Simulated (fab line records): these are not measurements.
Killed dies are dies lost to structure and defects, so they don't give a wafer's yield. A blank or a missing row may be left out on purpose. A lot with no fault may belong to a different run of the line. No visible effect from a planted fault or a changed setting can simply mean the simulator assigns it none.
Struck lot and sound lot, side by side | flow n5-finfet | 41 out of 1938 route steps
Sound: wafers L935.1, L935.3, L935.6. Struck: wafer L933.1. (L933.2, L933.3 of the same lot were not struck and are left out.) The cause comes at the end.
Order at every step that has rows: each side's tool, ch and its chambers, its first start. Under that, the readings that differ: sound wafers | struck wafers | difference of the means | sigmas: that difference in standard deviations of wafers without a fault.
alike: words and numbers the same on both sides, and readings whose means are apart by under 2 such deviations; not compared: readings that were withheld, readings missing a value for some wafer, numbers with overlapping values and no deviation given by the record, and bounds like >300 which may hide the same value.
The two part at a step that has a row with sigmas, a row that says differs or no value, or rows on one side only. Numbers that have no deviation but don't overlap get no sigmas and don't part them. A reading that every wafer of one side lacks parts them only if that side has two wafers or more.

first, 12 steps without rows for these wafers: N5_HKMG_FIN_STRIP_33 (strips in N2/H2); N5_HKMG_FIN_STRIP_34 (strips in CF4); N5_HKMG_FIN_ETCH_35 (etches SOC in N2/H2, target depth 215.8 nm, time 243.4 s); N5_HKMG_FIN_STRIP_92 (strips SOC in N2/H2, time 20 s); N5_HKMG_FIN_WET_ETCH_18 (etches TiN in SC1, time 55 s, target depth 5.2 nm, rinse time 30 s); N5_HKMG_FIN_STRIP_19 (strips in N2/H2, time 360 s); N5_HKMG_FIN_ALD_91 (deposits TiN, target thk 1 nm, pulse time 1 s, purge time 3 s); N5_HKMG_FIN_COAT_85 (time 60 s, resist thk 300 nm); N5_HKMG_FIN_ETCH_86 (etches SOC in N2/H2, stops on TiN, target depth 393.2 nm); N5_HKMG_FIN_STRIP_89 (strips SOC in N2/H2, time 20 s); N5_HKMG_FIN_WET_ETCH_87 (etches TiN in SC1, time 154.2 s, target depth 4.7 nm, rinse time 30 s); N5_HKMG_FIN_STRIP_88 (strips in N2/H2, time 360 s).
N5_HKMG_FIN_NWFM_ALD_20: deposits TiAlC, target thk 2 nm, pulse time 3 s, purge time 2 s.
  sound on ald-metal-03 ch 2,3, day 7 22:50; struck on ald-metal-04 ch 0, day 7 11:29
  reading                                         | sound             | struck | difference | sigmas
  ald-cycles                                      | 7 7 7             | 4      | -3         |
  precursor-pulse-height-rel                      | 0.991 1.004 0.977 | 1.029  | +0.038     | +2
  model.TiAlC_of_HKMG_FIN_NWFM_ALD_20.thk-nm (nm) | 2 2 2             | 1.2    | -0.8       |
  alike: heater-power-w
then, 26 steps without rows for these wafers: N5_HKMG_FIN_ALD_71 (deposits TiN, target thk 1 nm, pulse time 1 s, purge time 3 s); N5_HKMG_FIN_COAT_66 (time 60 s, resist thk 300 nm); N5_HKMG_FIN_ETCH_67 (etches SOC in N2/H2, stops on TiN, target depth 388.9 nm); N5_HKMG_FIN_STRIP_90 (strips SOC in N2/H2, time 20 s); N5_HKMG_FIN_WET_ETCH_73 (etches the open film in SC1, time 42.3 s, target depth 1.3 nm, rinse time 30 s); N5_HKMG_FIN_ETCHBACK_68 (etches the open film in Cl2/Ar, stops on HfO2, target depth 0.5 nm); N5_HKMG_FIN_STRIP_69 (strips in N2/H2, time 360 s); N5_HKMG_FIN_ALD_21 (deposits TiN, target thk 1.5 nm, pulse time 1 s, purge time 3 s); N5_HKMG_FIN_ALD_72 (deposits W, target thk 2 nm, pulse time 1 s, purge time 2 s); N5_HKMG_FIN_W_FILL_22 (material W, target thk 60 nm, time 18.2 s); N5_HKMG_FIN_PRECLEAN_83 (cleans in DIW, time 57.5 s); N5_HKMG_FIN_SRD_84 (dry time 32 s); N5_HKMG_FIN_CMP_23 (polishes, stops on SiNx, t overpolish 10 s, target thk 46.326 nm); N5_HKMG_FIN_CMP_94 (polishes, stops on SiNx, t overpolish 4.7 s, target thk 43.299 nm); N5_GATE_CUT_ETCHBACK_00 (etches W in SF6/Cl2); N5_GATE_CUT_ETCH_56 (etches TiN in Cl2/Ar, target depth 21.6 nm); N5_GATE_CUT_ETCHBACK_30 (etches TiN in Cl2/Ar, target depth 3 nm); N5_GATE_CUT_VAPOR_ETCH_60 (etches HfO2 in BCl3/Cl2); N5_GATE_CUT_ETCH_58 (etches SiNx in CH3F/O2, target depth 17 nm, time 128.6 s); N5_GATE_CUT_STRIP_59 (strips in N2/H2, time 20 s); N5_GATE_CUT_PRECLEAN_31 (cleans in DIW, time 300 s); N5_GATE_CUT_SRD_32 (time 30 s); N5_GATE_CUT_SAC_CAP_01 (material SiNx, target thk 24 nm, pulse time 1 s, ald cycles 480); N5_GATE_CUT_PECVD_57 (deposits SiNx from SiH4/NH3/N2, target thk 21 nm); N5_GATE_CUT_CMP_02 (polishes, stops on SiO2, t overpolish 12.7 s, target thk 0 nm); N5_GATE_CUT_HM_DEP_46 (deposits SiO2 from TEOS/O2, target thk 130 nm, time 26.6 s).
-- the record jumps here: 4 days lie between the struck wafers' starts before and after (it left off in module GATE_CUT and takes up again in module BEOL_M4, whose first step shown is number 1111 of the route) --
N5_BEOL_M4_RC_MEAS_101:
  sound on prober-02 ch 0, day 12 04:28; struck on prober-02 ch 0, day 11 11:13
  reading             | sound                      | struck   | difference | sigmas
  DIBL_P (mV/V)       | 38.0 36.3 36.3             | 33.3     | -3.6       | -2
  IOFF_N (nA/um)      | 0.191 0.167 0.155          | 0.007    | -0.164     | -7
  IOFF_N_85C (nA/um)  | 3.7 3.3 3.1                | 0.2      | -3.2       | -8
  IOFF_N_LIN (nA/um)  | 0.088 0.077 0.074          | 0.003    | -0.077     | -9
  IOFF_N_LONG (nA/um) | 5.9e-05 5.99e-05 5.97e-05  | 2.14e-05 | -3.81e-05  | -16
  IOFF_P (nA/um)      | 0.263 0.226 0.229          | 0.410    | +0.171     | +6
  IOFF_P_85C (nA/um)  | 4.4 3.9 3.9                | 6.4      | +2.3       | +6
  IOFF_P_LIN (nA/um)  | 0.122 0.109 0.111          | 0.204    | +0.090     | +8
  IOFF_P_LONG (nA/um) | 0.000113 0.000115 0.000117 | 0.000213 | +0.000098  | +12
  ION_N (uA/um)       | 675 677 663                | 490      | -182       | -19
  ION_P (uA/um)       | 471 466 459                | 490      | +25        | +4
  SS_N (mV/dec)       | 72.1 72.0 71.7             | 70.7     | -1.2       | -2
  VT_N (mV)           | 244.6 249.2 249.6          | 332.4    | +84.6      | +31
  VT_N_LONG (mV)      | 273.9 273.5 272.0          | 357.4    | +84.3      | +47
  VT_N_LVT (mV)       | 93 95 98                   | 185      | +90        | +29
  VT_P (mV)           | -242.8 -247.6 -249.3       | -227.9   | +18.7      | +6
  VT_P_LONG (mV)      | -271.0 -273.1 -272.3       | -249.3   | +22.8      | +8
  VT_P_LVT (mV)       | -93 -96 -96                | -79      | +16        | +5
  alike: DIBL_N, SS_P
-- the record jumps here: 4 days lie between the struck wafers' starts before and after (it left off in module BEOL_M4 and takes up again in module PASSIVATION, whose first step shown is number 1936 of the route) --
N5_PASSIVATION_PROBE_49:
  sound on prober-01, day 16 09:26; struck on prober-01, day 15 19:10
  reading                | sound          | struck | difference | sigmas
  sort_bin_4_leakage (%) | 0 0 0          | 0.51   | +0.51      |
  sort_bin_8_speed (%)   | 0 0 0          | 89.66  | +89.66     | +99 or more
  sort-n-pass            | 1091 1082 1077 | 0      | -1083      | -64
  sort-yield-pct (%)     | 92.5 91.7 91.3 | 0      | -92        | -61
  alike: defect-limited-yield, killed_at_M0_to_M3, killed_at_M4_up, killed-at-contacts, killed-at-front-end, killed-at-other, killed-dies, killed-open, killed-short, sort_bin_5_function, sort_bin_6_memory

WHERE THEY PART
Earliest at N5_HKMG_FIN_NWFM_ALD_20; latest, in this record, at N5_PASSIVATION_PROBE_49.

WHY: the cause the simulator had injected
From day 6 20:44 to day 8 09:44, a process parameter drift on ald-metal-04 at N5_HKMG_FIN_NWFM_ALD_20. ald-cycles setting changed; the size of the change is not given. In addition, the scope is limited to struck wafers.
